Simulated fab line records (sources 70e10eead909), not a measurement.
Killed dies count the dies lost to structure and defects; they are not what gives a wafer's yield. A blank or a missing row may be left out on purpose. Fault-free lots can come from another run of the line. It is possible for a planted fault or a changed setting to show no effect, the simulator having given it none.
fab line records	flow nand-harc
record lots=13	wafers=39	last-day=24
route steps=1159 shown P_CONTACT@235 P_M0@260
lots that met no fault: from a run of the same line without faults
start-h: hours from the record's opening day to when the first of the lot's shown wafers began	wait-h: hours since the lot's step before	" same as the row above	L1.1+2: one row covering several wafers at once	- no value, or no start given	* or withheld: withheld	< > ~ a bound
route shown NAME@n: names a module that has steps shown in the file, with the first one's number in the route	usual: the fault-free wafers' mean and standard deviation	same: alike in all rows	chamber/n: place in a boat	sites: the reading at each site	_std_site: their standard deviation	_edge_site: mean of outer sites minus mean of inner sites	radius-mm: for every site, how far away it sits from the centre of the wafer	mask NAME#n: copy n	behind: the most recent tool/chamber to have shaped the wafer	hold: the reason the lot was held/the length of the hold in hours/how it ended	device: names the non-switching transistor (n, p or np)	end of line: at the end of the route, the tests of the same wafers	a step without rows: its recipe alone	killed: count of dies lost to structure and defects at first sort (not the wafer's yield)	map: per-die view of a wafer (x killed, . not killed, _ where there is no die)
set.NAME: the setting that was run; set.NAME@STEP: the one run at that earlier step	model.NAME: the simulator's own value behind a step, which no gauge read
a sample of lots followed through the steps of the route, with each step as a table and each wafer as a row
services: from which hour (start-h, from the record's first day; less than 0 if before it) a tool's chamber was out of use, for how many hours, and why
## steps
# step NHARC_P_CONTACT_DESCUM_17
# recipe time-s=3	o2-flow-sccm=200	ar-flow-sccm=0	bias-power-w=0	chemistry=O2
# usual drypump-motor-current-A=5.8/0.4	oes-product-au=1.004/0.0083	rf-vpp-V=57.9/1	showerhead-plenum-p-Torr=1.93/0.092	throttle-valve-pct=11.311/0.0093
lot.wafer	tool	chamber	start-h	wait-h	drypump-motor-current-A	oes-product-au	rf-hours-counter-h	rf-vpp-V	showerhead-plenum-p-Torr	throttle-valve-pct
L734.4	rie-diel-09	2	118.53	0.1	5.8	1.012	3	58.8	2.04	11.317
L734.2	"	3	"	"	5.5	1.000	2	57.0	1.82	11.298
L734.3	"	0	"	"	5.4	1.012	3	59.1	1.98	11.298
L736.4	rie-diel-09	2	140.08	0.1	5.7	1.006	6	58.9	2.04	11.320
L736.6	"	1	"	"	5.6	1.022	-	57.2	1.90	11.315
L736.5	"	2	"	"	5.7	1.010	-	56.4	2.04	11.317
L737.3	rie-diel-08	1	140.52	0.1	5.7	1.003	3	57.2	1.87	11.321
L737.1	"	2	"	"	6.3	0.996	3	57.9	2.04	11.325
L737.2	"	0	"	"	5.6	1.012	2	58.6	1.97	11.314
L738.1	rie-diel-09	2	150.40	0.1	5.8	1.015	7	59.4	2.04	11.307
L738.4	"	2	"	"	5.8	1.006	-	59.3	2.04	11.306
L738.5	"	3	"	"	5.5	1.010	-	59.4	1.82	11.308
L739.1	rie-diel-06	1	154.82	0.1	5.6	1.000	8	57.5	1.92	11.309
L739.4	"	2	"	"	6.2	0.997	9	57.0	2.00	11.308
L739.3	"	3	"	"	6.5	0.997	9	58.1	1.79	11.328
L740.3	rie-diel-06	0	163.58	0.1	5.3	1.012	8	56.5	2.04	11.301
L740.4	"	0	"	"	5.3	1.022	-	58.8	2.04	11.318
L740.6	"	3	"	"	6.4	1.002	-	57.3	1.79	11.316
L742.1	rie-diel-06	3	180.39	0.1	6.5	0.992	11	55.8	1.79	11.319
L742.6	"	2	"	"	6.3	0.992	-	57.2	2.00	11.303
L742.5	"	3	"	"	6.5	0.994	-	56.4	1.79	11.303
L743.4	rie-diel-09	1	186.14	0.1	5.6	1.011	10	57.5	1.90	11.332
L743.2	"	3	"	"	5.5	1.011	10	57.5	1.81	11.323
L743.6	"	0	"	"	5.4	1.009	-	57.9	1.98	11.304
L749.1	rie-diel-06	0	207.61	0.1	5.3	1.007	12	56.6	2.03	11.308
L749.5	"	2	"	"	6.2	0.990	-	57.0	2.00	11.293
L749.6	"	3	"	"	6.4	0.987	-	57.1	1.79	11.311
L751.2	rie-diel-09	2	218.76	0.1	5.8	1.009	14	61.8	2.04	11.307
L751.1	"	0	"	"	5.4	1.017	15	57.1	1.97	11.311
L751.3	"	1	"	"	5.6	1.009	14	57.8	1.90	11.330
L752.1	rie-diel-06	1	231.31	0.1	5.7	0.992	16	58.3	1.92	11.313
L752.2	"	2	"	"	6.2	0.995	16	58.4	2.00	11.316
L752.6	"	2	"	"	6.2	0.994	-	58.1	2.00	11.310
L755.4	rie-diel-09	3	238.30	0.1	5.5	0.998	16	57.6	1.81	11.318
L755.3	"	2	"	"	5.8	0.996	17	59.1	2.04	11.310
L755.6	"	3	"	"	5.5	1.005	-	57.6	1.81	11.319
L754.2	rie-diel-09	1	239.35	0.1	5.6	1.015	17	57.2	1.90	11.322
L754.5	"	3	"	"	5.6	1.002	-	56.1	1.81	11.311
L754.6	"	0	"	"	5.4	0.993	-	59.2	1.97	11.313
# step NHARC_P_CONTACT_ETCH_31
# recipe target-depth-a=300	time-s=85.7	ion-energy-ev=120	over-etch-frac=1	ch3f-flow-sccm=50	o2-flow-sccm=30	ar-flow-sccm=200	rf-w=500	bias-w=100	chemistry=CH3F/O2
# usual drypump-motor-current-A=5.7/0.39	oes-product-au=0.984/0.011	rf-vpp-V=244.7/1.7	showerhead-plenum-p-Torr=2.49/0.11	throttle-valve-pct=20.662/0.0096
lot.wafer	tool	chamber	start-h	wait-h	drypump-motor-current-A	oes-product-au	rf-hours-counter-h	rf-vpp-V	showerhead-plenum-p-Torr	throttle-valve-pct
L734.3	rie-diel-09	3	-	-	5.6	0.977	3	243.4	2.34	20.668
L734.4	"	1	"	"	5.6	1.001	3	244.1	2.45	20.663
L734.2	"	2	"	"	5.7	0.977	3	244.9	2.62	20.667
L736.4	rie-diel-09	3	-	-	5.5	0.996	6	241.6	2.34	20.664
L736.5	"	2	"	"	5.8	0.999	-	246.5	2.61	20.661
L736.6	"	3	"	"	5.5	1.002	-	242.1	2.34	20.667
L737.1	rie-diel-08	2	-	-	6.3	0.968	4	247.7	2.61	20.661
L737.3	"	3	"	"	5.0	0.974	3	243.9	2.36	20.645
L737.2	"	1	"	"	5.7	0.950	4	242.6	2.41	20.656
L738.1	rie-diel-09	2	-	-	5.8	0.991	8	248.1	2.61	20.663
L738.5	"	2	"	"	5.7	0.994	-	245.8	2.61	20.670
L738.4	"	0	"	"	5.4	0.987	-	245.6	2.54	20.672
L739.3	rie-diel-06	3	-	-	6.5	1.001	9	241.3	2.30	20.668
L739.1	"	1	"	"	5.6	0.992	9	243.4	2.47	20.669
L739.4	"	2	"	"	6.3	0.993	9	245.3	2.57	20.663
L740.3	rie-diel-06	2	-	-	6.2	0.981	10	246.6	2.57	20.653
L740.4	"	3	"	"	6.5	0.985	10	242.6	2.30	20.658
L740.6	"	2	"	"	6.3	0.976	-	245.9	2.57	20.668
L742.1	rie-diel-06	0	-	-	5.3	0.988	10	246.4	2.61	20.659
L742.5	"	1	"	"	5.6	0.989	-	244.7	2.47	20.664
L742.6	"	2	"	"	6.2	0.978	-	246.2	2.57	20.655
L743.4	rie-diel-09	1	-	-	5.6	0.971	11	244.4	2.44	20.658
L743.2	"	2	"	"	5.8	0.969	11	245.8	2.61	20.658
L743.6	"	3	"	"	5.5	0.984	-	243.5	2.34	20.671
L749.1	rie-diel-06	1	-	-	5.6	0.989	14	243.7	2.47	20.680
L749.6	"	1	"	"	5.6	0.991	-	243.2	2.47	20.694
L749.5	"	2	"	"	6.2	0.982	-	244.8	2.57	20.669
L751.1	rie-diel-09	1	-	-	5.6	0.994	15	243.2	2.44	20.640
L751.2	"	2	"	"	5.8	0.989	15	246.6	2.61	20.652
L751.3	"	3	"	"	5.6	0.987	14	243.5	2.33	20.670
L752.1	rie-diel-06	3	-	-	6.5	0.988	17	243.3	2.30	20.679
L752.2	"	1	"	"	5.6	0.982	16	245.3	2.47	20.665
L752.6	"	3	"	"	6.4	0.988	-	243.5	2.30	20.677
L755.3	rie-diel-09	2	-	-	5.8	0.986	18	246.4	2.61	20.682
L755.4	"	3	"	"	5.5	0.979	17	244.4	2.33	20.656
L755.6	"	1	"	"	5.6	0.993	-	244.2	2.44	20.654
L754.2	rie-diel-09	3	-	-	5.5	0.973	17	242.5	2.33	20.663
L754.6	"	2	"	"	5.8	0.975	-	246.3	2.61	20.655
L754.5	"	3	"	"	5.5	0.979	-	241.8	2.33	20.663
# step NHARC_P_M0_EXPOSE_06
# recipe na=1.35	target-cd-nm=90	dose-mj=81.28	mask-id=P_M0
# usual exposure-dose-mJ-cm2=81.27/0.082
# same na=1.35
lot.wafer	tool	chamber	start-h	wait-h	mask	exposure-dose-mJ-cm2
L734.2	arfi-scanner-03	0	126.26	-	P_M0#0	81.35
L734.3	"	0	"	"	P_M0#0	81.40
L734.4	"	0	"	"	P_M0#0	81.39
L736.4	arfi-scanner-01	0	143.81	-	P_M0#0	81.24
L736.5	"	0	"	"	P_M0#0	81.21
L736.6	"	0	"	"	P_M0#0	81.24
L737.1	arfi-scanner-03	0	144.40	-	P_M0#0	81.37
L737.2	"	0	"	"	P_M0#0	81.32
L737.3	"	0	"	"	P_M0#0	81.44
L738.1	arfi-scanner-02	0	158.17	-	P_M0#0	81.10
L738.4	"	0	"	"	P_M0#0	81.29
L738.5	"	0	"	"	P_M0#0	81.26
L739.1	arfi-scanner-03	0	159.14	-	P_M0#0	81.26
L739.3	"	0	"	"	P_M0#0	81.28
L739.4	"	0	"	"	P_M0#0	81.28
L740.3	arfi-scanner-02	0	170.72	-	P_M0#0	81.27
L740.4	"	0	"	"	P_M0#0	81.19
L740.6	"	0	"	"	P_M0#0	81.20
L742.1	arfi-scanner-01	0	188.19	-	P_M0#0	81.18
L742.5	"	0	"	"	P_M0#0	81.29
L742.6	"	0	"	"	P_M0#0	81.22
L743.2	arfi-scanner-02	0	192.45	-	P_M0#0	81.37
L743.4	"	0	"	"	P_M0#0	81.34
L743.6	"	0	"	"	P_M0#0	81.37
L749.1	arfi-scanner-02	0	212.16	-	P_M0#0	54.74
L749.5	"	0	"	"	P_M0#0	54.62
L749.6	"	0	"	"	P_M0#0	54.84
L751.1	arfi-scanner-03	0	222.47	-	P_M0#0	81.32
L751.2	"	0	"	"	P_M0#0	81.26
L751.3	"	0	"	"	P_M0#0	81.29
L752.1	arfi-scanner-03	0	238.07	-	P_M0#0	81.36
L752.2	"	0	"	"	P_M0#0	81.35
L752.6	"	0	"	"	P_M0#0	81.39
L755.3	arfi-scanner-03	0	243.32	-	P_M0#0	81.29
L755.4	"	0	"	"	P_M0#0	81.25
L755.6	"	0	"	"	P_M0#0	81.27
L754.2	arfi-scanner-01	0	243.81	-	P_M0#0	81.24
L754.5	"	0	"	"	P_M0#0	81.20
L754.6	"	0	"	"	P_M0#0	81.28
# step NHARC_P_M0_CD_MEAS_09
# recipe target-cd-nm=90	landing-energy-ev=500
# usual cd-nm=90.1/0.39
# same landing-energy-ev=500
lot.wafer	tool	chamber	start-h	wait-h	cd-nm
L734.2	cd-sem-02	0	126.40	-	90.0
L734.3	"	0	"	"	89.9
L734.4	"	0	"	"	90.4
L736.4	cd-sem-01	0	143.96	-	90.0
L736.5	"	0	"	"	90.1
L736.6	"	0	"	"	90.2
L737.1	cd-sem-02	0	144.54	-	90.7
L737.2	"	0	"	"	90.1
L737.3	"	0	"	"	90.2
L738.1	cd-sem-02	0	158.31	-	90.7
L738.4	"	0	"	"	90.3
L738.5	"	0	"	"	90.0
L739.1	cd-sem-01	0	159.28	-	90.1
L739.3	"	0	"	"	90.0
L739.4	"	0	"	"	90.3
L740.3	cd-sem-01	0	170.86	-	90.1
L740.4	"	0	"	"	90.7
L740.6	"	0	"	"	90.5
L742.1	cd-sem-01	0	188.33	-	90.5
L742.5	"	0	"	"	89.6
L742.6	"	0	"	"	89.9
L743.2	cd-sem-02	0	192.59	-	89.9
L743.4	"	0	"	"	90.0
L743.6	"	0	"	"	89.5
L749.1	cd-sem-02	0	212.30	-	66.7
L749.5	"	0	"	"	66.0
L749.6	"	0	"	"	66.1
L751.1	cd-sem-02	0	222.61	-	90.2
L751.2	"	0	"	"	90.3
L751.3	"	0	"	"	90.0
L752.1	cd-sem-03	0	238.22	-	89.3
L752.2	"	0	"	"	90.2
L752.6	"	0	"	"	89.8
L755.3	cd-sem-01	0	243.45	-	89.6
L755.4	"	0	"	"	90.0
L755.6	"	0	"	"	90.2
L754.2	cd-sem-02	0	243.94	-	90.0
L754.5	"	0	"	"	90.6
L754.6	"	0	"	"	90.0
# step NHARC_P_M0_PVD_21
# recipe target-thk-a=300	chamber-pressure-pa=5	power-w=5000	substrate-temp-c=30	time-s=20.49	material=Cu
# usual cathode-dc-power-W=5000.1/0.83	throttle-valve-pct=30.0/0.76
lot.wafer	tool	chamber	start-h	wait-h	cathode-dc-power-W	throttle-valve-pct
L734.4	pvd-sputter-02	-	-	-	5000.2	30.1
L734.2	"	-	"	"	4999.9	29.8
L734.3	"	-	"	"	4999.5	30.8
L736.4	pvd-sputter-03	-	-	-	4999.4	30.3
L736.5	"	-	"	"	4999.6	30.6
L736.6	"	-	"	"	4999.9	30.5
L737.3	pvd-sputter-01	-	-	-	5000.5	31.7
L737.1	"	-	"	"	4999.2	30.3
L737.2	"	-	"	"	5000.1	29.8
L738.1	pvd-sputter-03	-	-	-	5000.8	30.3
L738.4	"	-	"	"	5001.5	30.2
L738.5	"	-	"	"	5000.0	28.7
L739.3	pvd-sputter-02	-	-	-	4999.1	30.0
L739.1	"	-	"	"	4997.9	30.1
L739.4	"	-	"	"	5000.5	31.1
L740.3	pvd-sputter-01	-	-	-	5000.8	30.5
L740.4	"	-	"	"	4999.7	30.1
L740.6	"	-	"	"	5000.9	30.5
L742.1	pvd-sputter-01	-	-	-	5001.1	29.8
L742.6	"	-	"	"	4999.4	30.7
L742.5	"	-	"	"	4999.0	30.2
L743.4	pvd-sputter-03	-	-	-	4997.8	29.0
L743.2	"	-	"	"	4999.3	30.5
L743.6	"	-	"	"	4999.5	28.6
L749.1	pvd-sputter-02	-	-	-	4999.4	30.8
L749.6	"	-	"	"	4999.4	28.9
L749.5	"	-	"	"	5001.2	29.8
L751.1	pvd-sputter-01	-	-	-	5000.4	29.7
L751.3	"	-	"	"	5001.7	30.8
L751.2	"	-	"	"	4998.4	29.9
L752.2	pvd-sputter-03	-	-	-	5000.9	28.8
L752.1	"	-	"	"	5000.3	30.2
L752.6	"	-	"	"	4999.7	29.0
L755.4	pvd-sputter-03	-	-	-	4999.6	30.3
L755.3	"	-	"	"	4999.4	28.8
L755.6	"	-	"	"	4999.5	30.6
L754.2	pvd-sputter-01	-	-	-	4999.8	29.8
L754.6	"	-	"	"	5000.2	30.3
L754.5	"	-	"	"	4999.8	30.5
## services
tool	chamber	start-h	hours	kind
pvd-sputter-03	-	102.00	10.0	pm
arfi-scanner-02	-	102.30	0.2	repair
rie-diel-08	-	125.16	9.0	pm
pvd-sputter-02	-	125.19	1.9	repair
arfi-scanner-01	-	128.18	0.4	repair
arfi-scanner-03	-	140.00	4.0	pm
rie-diel-09	1	140.88	12.4	repair
rie-diel-08	0	143.00	5.9	repair
rie-diel-06	1	160.29	4.1	repair
arfi-scanner-02	-	163.99	1.3	repair
rie-diel-08	3	167.70	3.6	repair
pvd-sputter-01	-	175.48	5.0	repair
pvd-sputter-03	-	176.54	1.5	repair
rie-diel-08	1	178.14	29.5	repair
arfi-scanner-02	-	184.11	0.4	repair
rie-diel-09	3	196.36	2.8	repair
rie-diel-06	2	198.31	8.6	repair
arfi-scanner-01	-	198.43	4.0	pm
pvd-sputter-02	-	199.40	1.1	repair
pvd-sputter-02	-	214.00	10.0	pm
arfi-scanner-02	-	216.83	1.2	repair
arfi-scanner-03	-	218.53	0.6	repair
pvd-sputter-02	-	232.15	3.7	repair
rie-diel-06	-	241.20	9.0	pm
## key
first-sign step=NHARC_P_M0_EXPOSE_06	reading=exposure-dose-mJ-cm2	direction=down	sigmas=99+	usual=81.27	struck=54.73
effect step=NHARC_P_M0_CD_MEAS_09	reading=cd-nm	direction=down	sigmas=61	usual=90.1	struck=66.2	through=control-loop
met-at NHARC_P_M0_EXPOSE_06
struck-lots L749
later-rows-left-out L749.1,L749.5,L749.6
sort-left-out L749.1,L749.5,L749.6
loop-trim step=NHARC_P_M0_EXPOSE_06	setting=dose	lots=L749
not-acting-at NHARC_P_CONTACT_DESCUM_17,NHARC_P_CONTACT_ETCH_31,NHARC_P_M0_PVD_21
onset-between 192.45 212.16
fault kind=process-parameter-drift	tool=arfi-scanner-02	chamber=-	onset-h=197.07	steps=NHARC_P_M0_EXPOSE_06	channel=dose-mj	offset=-33.121	shape=step	acts-in=these-recipes-only	stated=81.28
# sort-left-out: the simulated sort isn't trusted on such a fault, so these wafers' sort isn't shown, and their yield isn't known
# later-rows-left-out: the simulator's readings of these wafers behind a module that went badly wrong aren't trusted and aren't shown, but for the sort
# loop-trim: a control loop set the setting to another value than it would have without faults
